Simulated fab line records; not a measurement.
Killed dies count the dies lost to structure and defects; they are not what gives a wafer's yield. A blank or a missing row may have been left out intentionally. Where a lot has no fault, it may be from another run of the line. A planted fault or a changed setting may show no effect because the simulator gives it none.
Split-lot trial	flow n5_finfet	21 wafers read across 7 lots, on a route 1938 steps long

SPLIT DETAILS
At N5_MOL_CONTACT_COAG_COAT_104 (time 60 s, resist thk 12 nm), the setting spin_rpm was moved away from the recipe's 1500 rpm on 6 of the 21 wafers read, by -10.9% to +7.9%. This setting was run at the recipe's value on the other wafers.

FROM THE SPLIT TO THE READING: what the file shows between them, 5 steps
- N5_MOL_CONTACT_COAG_EXPOSE_05: exposes mask CA, defocus 0 nm (also split here: dose_mj)
- N5_MOL_CONTACT_COAG_PEB_06: peb time 60 s
- N5_MOL_CONTACT_COAG_DEVELOP_07: develop time 30 s
- N5_MOL_CONTACT_COAG_DESCUM_13: chemistry O2, time 7 s
- N5_MOL_CONTACT_COAG_ETCH_59: etches underlayer in N2/H2, target depth 13 nm, time 10.4 s

THE READING
CAR-EUV_of_MOL_CONTACT_COAG_COAT_02.thk_nm (the simulator's own value, which no gauge read), in nm, at N5_MOL_CONTACT_COAG_ETCH_105 (etches SiARC in CF4, target depth 15.6 nm, time 26 s). The file gives no usual value for it. Here, 15 wafers ran the recipe; their average is 5.3 nm with a standard deviation of 0.18 nm.

wafer	tool, chamber at the split	spin_rpm as run, rpm	against the recipe	CAR-EUV_of_MOL_CONTACT_COAG_COAT_02.thk_nm, nm	against lot-mates on the recipe
L080.2	litho_track-05, 0	1500	recipe	5	-
L080.6	litho_track-05, 0	1500	recipe	5	-
L080.3	litho_track-05, 0	1500	recipe	5.2	-
L083.4	litho_track-02, 0	1500	recipe	5.2	-
L083.5	litho_track-02, 0	1500	recipe	5.2	-
L083.6	litho_track-02, 0	1500	recipe	5.2	-
L084.1	litho_track-01, 0	1500	recipe	5.2	-
L084.2	litho_track-01, 0	1500	recipe	5.4	-
L084.4	litho_track-01, 0	1500	recipe	5.4	-
L085.1	litho_track-01, 0	1500	recipe	5.4	-
L085.3	litho_track-01, 0	1337	-10.9%	4.8	-0.6
L085.4	litho_track-01, 0	1337	-10.9%	4.8	-0.6
L086.1	litho_track-05, 0	1500	recipe	5.6	-
L086.2	litho_track-05, 0	1619	+7.9%	6	+0.4
L086.5	litho_track-05, 0	1500	recipe	5.6	-
L088.3	litho_track-05, 0	1415	-5.7%	5.2	+0.0
L088.4	litho_track-05, 0	1500	recipe	5.2	-
L088.6	litho_track-05, 0	1415	-5.7%	5.2	+0.0
L092.2	litho_track-05, 0	1354	-9.7%	5	-0.4
L092.3	litho_track-05, 0	1500	recipe	5.4	-
L092.5	litho_track-05, 0	1500	recipe	5.4	-

FIT RESULTS
A straight line over all 21 wafers: CAR-EUV_of_MOL_CONTACT_COAG_COAT_02.thk_nm changes by +0.0474 nm for each +1% of spin_rpm; r = +0.77; the points scatter about the line by 0.18 nm.
The same after taking each lot's own level away (the mean of its wafers on the recipe; 21 wafers): +0.0453 nm for each +1%; r = +0.89; scatter 0.1 nm.
On that fit, the largest move of spin_rpm shifts the reading by 0.49 nm.
From 5.07 to 5.60 nm: that is the span of the lots' own levels, equal to 3.0 times the standard deviation above.
So the lot-to-lot level blurs the effect unless lot-mates are compared.
Check: -0.43 nm against its lot-mates is what the line predicts for one of the wafers moved furthest among these (-10.9%) when that wafer is left out of the fit. It came out at -0.6 nm against them.

THE OTHER SPLITS THESE WAFERS WENT THROUGH
Before the reading, these wafers also passed through other splits. Each is held against what the fit with the lots' levels taken away leaves over:
other split on the same wafers	wafers away from the commonest value	r with CAR-EUV_of_MOL_CONTACT_COAG_COAT_02.thk_nm (lot level and that fit taken away)
N5_WELL_APT_COAT_02 spin_rpm	3	-0.02
N5_PMOS_HMC_CHANNEL_EPI_ETCH_32 bias_w	10	+0.07
N5_FIN_CUT_EXPOSE_05 dose_mj	6	-0.09
N5_DUMMY_GATE_EXPOSE_12 dose_mj	6	+0.60
N5_DUMMY_GATE_DESCUM_20 time_s	11	+0.28
N5_ILD0_CMP_03 down_force_psi	8	-0.79
N5_SDB_CUT_ETCH_26 icp_w	6	-0.05
N5_MOL_CONTACT_COAG_EXPOSE_05 dose_mj	5	+0.30

THE WHOLE CHAIN: every reading that the file lists as answering this split, in the file's order
step	what it does	reading	change (the file's fit)	r (the file's)
N5_MOL_CONTACT_COAG_COAT_104	time 60 s, resist thk 12 nm	SiARC_of_MOL_CONTACT_COAG_COAT_104.thk_nm (the simulator's own value, which no gauge read)	-0.056 nm for each +1% of the setting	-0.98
N5_MOL_CONTACT_COAG_ETCH_105	etches SiARC in CF4, target depth 15.6 nm, time 26 s	etch.depth_nm (the simulator's own value, which no gauge read)	-0.0617 nm for each +1% of the setting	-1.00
N5_MOL_CONTACT_COAG_ETCH_105	etches SiARC in CF4, target depth 15.6 nm, time 26 s	CAR-EUV_of_MOL_CONTACT_COAG_COAT_02.thk_nm (the simulator's own value, which no gauge read)	+0.0441 nm for each +1% of the setting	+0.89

FILE'S OWN FIT
CAR-EUV_of_MOL_CONTACT_COAG_COAT_02.thk_nm changes by +0.0441 nm for each +1% of spin_rpm, r = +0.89.
